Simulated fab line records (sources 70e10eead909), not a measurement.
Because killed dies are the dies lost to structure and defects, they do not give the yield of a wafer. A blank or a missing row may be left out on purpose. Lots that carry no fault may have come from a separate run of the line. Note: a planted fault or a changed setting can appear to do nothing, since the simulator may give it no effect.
fab line records ; flow nandHarc
record: lots: 6; wafers: 18; lastDay: 32
route steps=1302 shown P_M2@330
lots untouched by any fault: they come from a run of this same line in which no faults occurred
startH: hours from the record's opening day to when the first of the lot's shown wafers began ; waitH: how many hours have passed since the lot's step before this one ; " as in the row above ; L1.1+2: several wafers, shown together as one row ; - no value, or no start given ; * or withheld: withheld ; < > ~ a bound
route shown NAME@n: NAME is a module with steps in the file, n the number in the route of the first one ; usual: mean/standard deviation of fault-free wafers ; same: alike in all rows ; chamber/n: place in a boat ; sites: each site's reading ; _std_site: standard deviation of those values ; _edge_site: the outer-site mean with the inner-site mean subtracted ; radiusMm: for every site, how far away it sits from the centre of the wafer ; mask NAME#n: copy n ; behind: tool/chamber where the wafer was last shaped ; hold: what put the lot on hold/how long, in hours/how the hold closed ; device: the transistor (n, p or np) that didn't switch ; end of line: tests of these same wafers at the route's end ; where a step has no rows: the recipe by itself ; killed: dies that structure and defects cost at the first sort, which is not the same as the wafer's yield ; map: dies across one wafer; x = killed, . = not, _ = none there
set.NAME: the setting that was run; set.NAME@STEP: the one run at that earlier step ; model.NAME: the simulator's own value behind a step, which no gauge read
lots at selected steps of the route; one table per step, one row per wafer
services: the hour from which a tool's chamber was out of use, counted from the record's first day as startH (under 0 if before that day), plus the number of hours and why
== steps ==
step: NHARC_P_M2_INSPECT_11
usual: rawDefectCount: 4.9/2.7
lot.wafer;tool;chamber;startH;waitH;rawDefectCount
L164.2;defectInspect-02;-;128.09;0.0;7
L164.4;defectInspect-02;-;128.09;0.0;4
L164.6;defectInspect-02;-;128.09;0.0;4
L175.1;defectInspect-01;-;245.22;0.0;4
L175.3;defectInspect-01;-;245.22;0.0;6
L175.5;defectInspect-01;-;245.22;0.0;6
L176.3;defectInspect-01;-;253.62;0.0;2
L176.5;defectInspect-01;-;253.62;0.0;7
L176.6;defectInspect-01;-;253.62;0.0;4
L177.2;defectInspect-02;-;277.05;0.0;5
L177.3;defectInspect-02;-;277.05;0.0;6
L177.4;defectInspect-02;-;277.05;0.0;12
L179.3;defectInspect-02;-;278.00;0.0;5
L179.4;defectInspect-02;-;278.00;0.0;4
L179.5;defectInspect-02;-;278.00;0.0;6
L184.1;defectInspect-02;-;323.14;0.0;7
L184.5;defectInspect-02;-;323.14;0.0;3
L184.6;defectInspect-02;-;323.14;0.0;4
step: NHARC_P_M2_DESCUM_14
recipe: timeS: 3; o2FlowSccm: 200; arFlowSccm: 0; biasPowerW: 0; chemistry: O2
step: NHARC_P_M2_ETCH_35
recipe: targetDepthA: 400; overetchA: 120; timeS: 43.94; ionEnergyEv: 200; n2FlowSccm: 150; h2FlowSccm: 150; arFlowSccm: 0; rfW: 400; biasW: 150; chemistry: N2/H2
usual: drypumpMotorCurrentA: 5.74/0.27; oesProductAu: 1.000/0.0071; rfVppV: 430.6/2.5; showerheadPlenumPTorr: 2.05/0.086; throttleValvePct: 14.172/0.0088
lot.wafer;tool;chamber;startH;waitH;drypumpMotorCurrentA;oesProductAu;rfHoursCounterH;rfVppV;showerheadPlenumPTorr;throttleValvePct
L164.2;rieDiel-12;1;128.25;0.1;5.94;0.999;1;432.0;2.09;14.188
L164.4;rieDiel-12;1;128.25;0.1;5.94;1.001;-;434.1;2.09;14.168
L164.6;rieDiel-12;2;128.25;0.1;5.50;0.999;-;426.7;1.90;14.161
L175.1;rieDiel-12;2;245.37;0.1;5.51;1.004;9;426.9;1.90;14.178
L175.3;rieDiel-12;3;245.37;0.1;5.85;1.001;9;429.5;2.05;14.152
L175.5;rieDiel-12;3;245.37;0.1;5.84;1.004;-;429.1;2.05;14.171
L176.3;rieDiel-12;3;253.77;0.1;5.81;0.998;10;431.1;2.05;14.172
L176.6;rieDiel-12;1;253.77;0.1;5.92;0.999;-;431.6;2.08;14.163
L176.5;rieDiel-12;2;253.77;0.1;5.52;1.016;-;425.9;1.90;14.164
L177.4;rieDiel-10;3;277.20;0.1;5.61;0.992;1;433.6;2.10;14.172
L177.3;rieDiel-10;1;277.20;0.1;6.04;0.997;1;427.7;1.97;14.181
L177.2;rieDiel-10;2;277.20;0.1;6.15;0.992;1;433.7;2.18;14.185
L179.4;rieDiel-12;2;278.14;0.1;5.54;1.011;0;426.9;1.90;14.174
L179.3;rieDiel-12;3;278.14;0.1;5.84;1.006;0;431.4;2.05;14.163
L179.5;rieDiel-12;3;278.14;0.1;5.86;0.998;-;431.4;2.05;14.158
L184.1;rieDiel-13;3;323.29;0.1;5.85;1.001;10;434.0;2.12;14.168
L184.6;rieDiel-13;2;323.29;0.1;5.08;0.998;-;431.9;2.13;14.168
L184.5;rieDiel-13;3;323.29;0.1;5.85;1.007;-;434.0;2.12;14.176
step: NHARC_P_M2_ETCH_15
recipe: targetDepthA: 1825; timeS: 91.2; c4f8FlowSccm: withheld; arFlowSccm: 400; rfW: 600; biasW: 300; chemistry: C4F8/Ar
usual: oesProductAu: 0.949/0.024; rfVppV: 441.2/2.4
lot.wafer;tool;chamber;startH;waitH;oesProductAu;rfHoursCounterH;rfVppV
L164.2;rieDiel-12;3;-;-;0.950;2;441.9
L164.6;rieDiel-12;2;-;-;0.944;-;437.5
L164.4;rieDiel-12;3;-;-;0.949;-;442.9
L175.1;rieDiel-12;2;-;-;0.967;9;437.2
L175.3;rieDiel-12;3;-;-;0.978;9;440.9
L175.5;rieDiel-12;1;-;-;0.959;-;440.3
L176.3;rieDiel-12;1;-;-;0.953;10;442.7
L176.6;rieDiel-12;3;-;-;0.974;-;442.5
L176.5;rieDiel-12;0;-;-;0.967;-;441.3
L177.4;rieDiel-10;0;-;-;0.920;1;442.5
L177.3;rieDiel-10;1;-;-;0.935;1;438.8
L177.2;rieDiel-10;3;-;-;0.922;1;443.5
L179.4;rieDiel-12;1;-;-;0.966;0;443.4
L179.3;rieDiel-12;3;-;-;0.969;0;441.3
L179.5;rieDiel-12;1;-;-;0.976;-;441.8
L184.1;rieDiel-13;0;-;-;0.924;9;440.4
L184.6;rieDiel-13;2;-;-;0.924;-;444.4
L184.5;rieDiel-13;3;-;-;0.933;-;442.5
step: NHARC_P_M2_CD_MEAS_16
usual: cdNm: 169.8/0.61
lot.wafer;tool;chamber;startH;waitH;cdNm
L164.2;cdSem-02;-;128.50;-;170.6
L164.4;cdSem-02;-;128.50;-;170.1
L164.6;cdSem-02;-;128.50;-;169.3
L175.1;cdSem-01;-;245.59;-;170.5
L175.3;cdSem-01;-;245.59;-;169.2
L175.5;cdSem-01;-;245.59;-;170.5
L176.3;cdSem-02;-;253.99;-;170.1
L176.5;cdSem-02;-;253.99;-;170.0
L176.6;cdSem-02;-;253.99;-;170.5
L177.2;cdSem-01;-;277.42;-;170.1
L177.3;cdSem-01;-;277.42;-;169.2
L177.4;cdSem-01;-;277.42;-;169.7
L179.3;cdSem-02;-;278.37;-;170.2
L179.4;cdSem-02;-;278.37;-;169.9
L179.5;cdSem-02;-;278.37;-;170.3
L184.1;cdSem-02;-;323.51;-;168.4
L184.5;cdSem-02;-;323.51;-;169.1
L184.6;cdSem-02;-;323.51;-;169.5
step: NHARC_P_M2_STRIP_18
recipe: powerW: 1000; n2FlowSccm: 150; h2FlowSccm: 150; arFlowSccm: 0; biasW: 0; chemistry: N2/H2
step: NHARC_P_M2_ETCH_28
recipe: targetDepthA: 300; overEtchFrac: 0.3; timeS: 72.99; ionEnergyEv: 150; cf4FlowSccm: 50; n2FlowSccm: 100; arFlowSccm: 150; rfW: 300; biasW: 100; chemistry: CF4/N2
usual: drypumpMotorCurrentA: 5.7/0.33; oesProductAu: 1.000/0.0075; rfVppV: 314.9/1.6; showerheadPlenumPTorr: 2.67/0.092; throttleValvePct: 19.793/0.0094
lot.wafer;tool;chamber;startH;waitH;drypumpMotorCurrentA;oesProductAu;rfHoursCounterH;rfVppV;showerheadPlenumPTorr;throttleValvePct
L164.2;rieDiel-10;0;-;-;5.5;0.996;3;315.1;2.66;19.784
L164.4;rieDiel-10;3;-;-;5.6;0.988;3;316.3;2.70;19.803
L164.6;rieDiel-10;1;-;-;6.1;1.005;-;313.2;2.55;19.815
L175.1;rieDiel-12;0;-;-;5.4;1.007;1;313.2;2.58;19.782
L175.3;rieDiel-12;1;-;-;6.0;1.002;9;314.9;2.68;19.777
L175.5;rieDiel-12;1;-;-;6.0;1.008;-;315.1;2.68;19.784
L176.3;rieDiel-12;0;-;-;5.4;0.991;1;312.2;2.58;19.780
L176.6;rieDiel-12;0;-;-;5.4;0.998;-;313.8;2.58;19.789
L176.5;rieDiel-12;1;-;-;5.9;1.000;-;315.2;2.68;19.808
L177.3;rieDiel-10;0;-;-;5.5;0.994;1;314.1;2.66;19.792
L177.4;rieDiel-10;1;-;-;6.1;1.000;1;312.5;2.55;19.790
L177.2;rieDiel-10;2;-;-;6.1;0.995;1;315.1;2.79;19.790
L179.4;rieDiel-13;2;-;-;5.1;1.000;7;315.5;2.73;19.797
L179.3;rieDiel-13;1;-;-;5.5;0.988;6;318.2;2.81;19.779
L179.5;rieDiel-13;2;-;-;5.1;1.005;-;317.1;2.73;19.803
L184.1;rieDiel-10;3;-;-;5.6;0.992;4;315.1;2.70;19.781
L184.5;rieDiel-10;3;-;-;5.6;0.993;-;314.8;2.70;19.783
L184.6;rieDiel-10;0;-;-;5.5;1.000;-;313.8;2.66;19.783
step: NHARC_P_M2_STRIP_19
recipe: timeS: 600; tempC: 30; chemistry: postEtchResidueRemover
step: NHARC_P_M2_DEGAS_29
recipe: tempC: 250; timeS: 60
usual: heaterPowerW: 362/26
lot.wafer;tool;chamber;startH;waitH;heaterPowerW
L164.4;pvdSputter-02;-;129.22;-;391
L164.2;pvdSputter-02;-;129.22;-;362
L164.6;pvdSputter-02;-;129.22;-;378
L175.3;pvdSputter-03;-;246.30;-;382
L175.1;pvdSputter-03;-;246.30;-;362
L175.5;pvdSputter-03;-;246.30;-;351
L176.3;pvdSputter-02;-;254.70;-;387
L176.6;pvdSputter-02;-;254.70;-;372
L176.5;pvdSputter-02;-;254.70;-;378
L177.3;pvdSputter-03;-;278.13;-;351
L177.4;pvdSputter-03;-;278.13;-;378
L177.2;pvdSputter-03;-;278.13;-;363
L179.4;pvdSputter-02;-;279.07;-;385
L179.3;pvdSputter-02;-;279.07;-;326
L179.5;pvdSputter-02;-;279.07;-;334
L184.1;pvdSputter-02;-;324.22;-;379
L184.6;pvdSputter-02;-;324.22;-;389
L184.5;pvdSputter-02;-;324.22;-;330
step: NHARC_P_M2_PRE_CLEAN_30
recipe: timeS: 30; tempC: 280; gas: H2/He
step: NHARC_P_M2_PVD_20
recipe: targetThkA: 50; biasV: 168.6; powerW: 15000; chamberPressurePa: 0.12; timeS: 8.06; substrateTempC: 50; material: TaN
step: NHARC_P_M2_PVD_21
recipe: targetThkA: 300; chamberPressurePa: 5; powerW: 5000; substrateTempC: 30; timeS: 20.49; material: Cu
step: NHARC_P_M2_ECD_22
recipe: targetThkA: 4000; bathTempC: 25; material: Cu
usual: bathTempC: 24.98/0.11
lot.wafer;tool;chamber;startH;waitH;bathTempC
L164.2;ecdCu-01;0;129.58;-;24.84
L164.4;ecdCu-01;1;129.58;-;24.98
L164.6;ecdCu-01;0;129.58;-;25.09
L175.1;ecdCu-01;0;246.82;-;24.89
L175.3;ecdCu-01;0;246.82;-;24.77
L175.5;ecdCu-01;1;246.82;-;25.12
L176.3;ecdCu-01;1;255.20;-;25.09
L176.6;ecdCu-01;0;255.20;-;24.97
L176.5;ecdCu-01;1;255.20;-;24.98
L177.2;ecdCu-01;1;278.55;-;24.97
L177.4;ecdCu-01;0;278.55;-;24.99
L177.3;ecdCu-01;1;278.55;-;24.94
L179.3;ecdCu-02;0;279.53;-;24.86
L179.4;ecdCu-02;1;279.53;-;24.93
L179.5;ecdCu-02;1;279.53;-;24.75
L184.1;ecdCu-02;0;324.63;-;24.82
L184.6;ecdCu-02;1;324.63;-;24.95
L184.5;ecdCu-02;0;324.63;-;24.90
step: NHARC_P_M2_ANNEAL_31
recipe: tempC: 225; timeS: 90
usual: annealTempC: 225.00/0.19; wafer_temp_C_max: 225.85/0.22
lot.wafer;tool;chamber;startH;waitH;annealTempC;wafer_temp_C_max
L164.2;rtpAnneal-01;0;130.01;-;225.08;225.46
L164.4;rtpAnneal-01;0;130.01;-;225.10;225.54
L164.6;rtpAnneal-01;0;130.01;-;224.78;225.91
L175.1;rtpAnneal-01;0;247.23;0.4;224.83;225.70
L175.3;rtpAnneal-01;0;247.23;0.4;224.85;225.68
L175.5;rtpAnneal-01;0;247.23;0.4;225.06;225.58
L176.3;rtpAnneal-01;0;255.53;0.3;224.94;225.96
L176.5;rtpAnneal-01;0;255.53;0.3;225.47;226.05
L176.6;rtpAnneal-01;0;255.53;0.3;225.23;225.89
L177.2;rtpAnneal-01;0;278.93;0.3;224.88;225.64
L177.3;rtpAnneal-01;0;278.93;0.3;224.78;225.48
L177.4;rtpAnneal-01;0;278.93;0.3;224.62;225.59
L179.3;rtpAnneal-01;0;279.91;-;225.10;225.89
L179.4;rtpAnneal-01;0;279.91;-;225.05;225.87
L179.5;rtpAnneal-01;0;279.91;-;225.08;226.00
L184.1;rtpAnneal-02;0;324.95;0.3;224.81;225.88
L184.5;rtpAnneal-02;0;324.95;0.3;224.70;225.83
L184.6;rtpAnneal-02;0;324.95;0.3;224.88;225.42
step: NHARC_P_M2_CMP_23
recipe: tOverpolishS: 20; targetThkNm: 144.3
usual: motorCurrentA: 11.7/0.98; timeToEndpointS: 29.7/2.3
lot.wafer;tool;chamber;startH;waitH;motorCurrentA;timeToEndpointS
L164.4;cmp-02;3;130.30;-;13.8;30.6
L164.2;cmp-02;2;130.30;-;10.5;30.3
L164.6;cmp-02;3;130.30;-;14.1;31.5
L175.3;cmp-04;1;247.57;-;12.4;29.3
L175.1;cmp-04;2;247.57;-;12.2;29.7
L175.5;cmp-04;1;247.57;-;12.1;27.0
L176.3;cmp-03;1;255.80;-;11.7;19.5
L176.6;cmp-03;0;255.80;-;12.0;31.8
L176.5;cmp-03;1;255.80;-;10.9;17.6
L177.2;cmp-03;1;279.22;-;11.2;18.8
L177.4;cmp-03;2;279.22;-;11.5;33.1
L177.3;cmp-03;0;279.22;-;12.6;16.1
L179.4;cmp-03;1;280.15;-;11.5;29.9
L179.3;cmp-03;2;280.15;-;10.7;29.6
L179.5;cmp-03;2;280.15;-;11.0;31.2
L184.1;cmp-03;3;325.38;-;11.0;30.0
L184.5;cmp-03;0;325.38;-;12.0;27.0
L184.6;cmp-03;1;325.38;-;11.3;34.2
== services ==
tool;chamber;startH;hours;kind
pvdSputter-02;-;108.52;10.0;pm
rieDiel-12;0;109.00;112.7;repair
rieDiel-13;3;114.74;10.1;repair
rieDiel-10;2;132.29;2.6;repair
ecdCu-02;-;144.49;1.1;repair
cmp-03;-;149.93;1.3;repair
ecdCu-01;-;160.00;8.0;pm
cmp-03;-;162.00;4.0;pm
rieDiel-13;-;165.05;9.0;pm
pvdSputter-03;-;170.00;10.0;pm
cmp-03;-;188.47;2.5;repair
rieDiel-13;1;211.78;4.5;repair
rieDiel-13;-;224.48;1.4;repair
rieDiel-12;-;238.32;0.4;repair
rieDiel-10;-;242.50;9.0;pm
cmp-03;-;242.59;0.6;repair
cmp-03;-;260.00;4.0;pm
rieDiel-10;-;261.09;1.0;repair
ecdCu-01;-;261.69;1.3;repair
rieDiel-12;-;268.56;9.0;pm
rieDiel-12;1;282.79;38.4;repair
rieDiel-12;2;286.14;3.1;repair
pvdSputter-02;-;286.53;10.0;pm
cmp-03;-;287.13;1.1;repair
== key ==
firstSign: step: NHARC_P_M2_CMP_23; reading: timeToEndpointS; direction: down; sigmas: 5; usual: *; struck: *
effect none on later readings
metAt NHARC_P_M2_ECD_22
struckWafers L176.3,L176.5,L177.2,L177.3
laterRowsLeftOut L176.3,L176.5,L177.2,L177.3
sortLeftOut L176.3,L176.5,L177.2,L177.3
onsetBetween 246.82 255.20
fault: kind: processParameterDrift; tool: ecdCu-01; chamber: 1; onsetH: 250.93; steps: NHARC_P_M2_ECD_22; channel: targetThkA; offset: *; shape: step; endH: 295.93; actsIn: *; stated: *
sortLeftOut: the simulated sort isn't trusted on such a fault, so these wafers' sort isn't shown, and their yield isn't known
laterRowsLeftOut: the simulator's readings of these wafers behind a module that went badly wrong aren't trusted and aren't shown, but for the sort
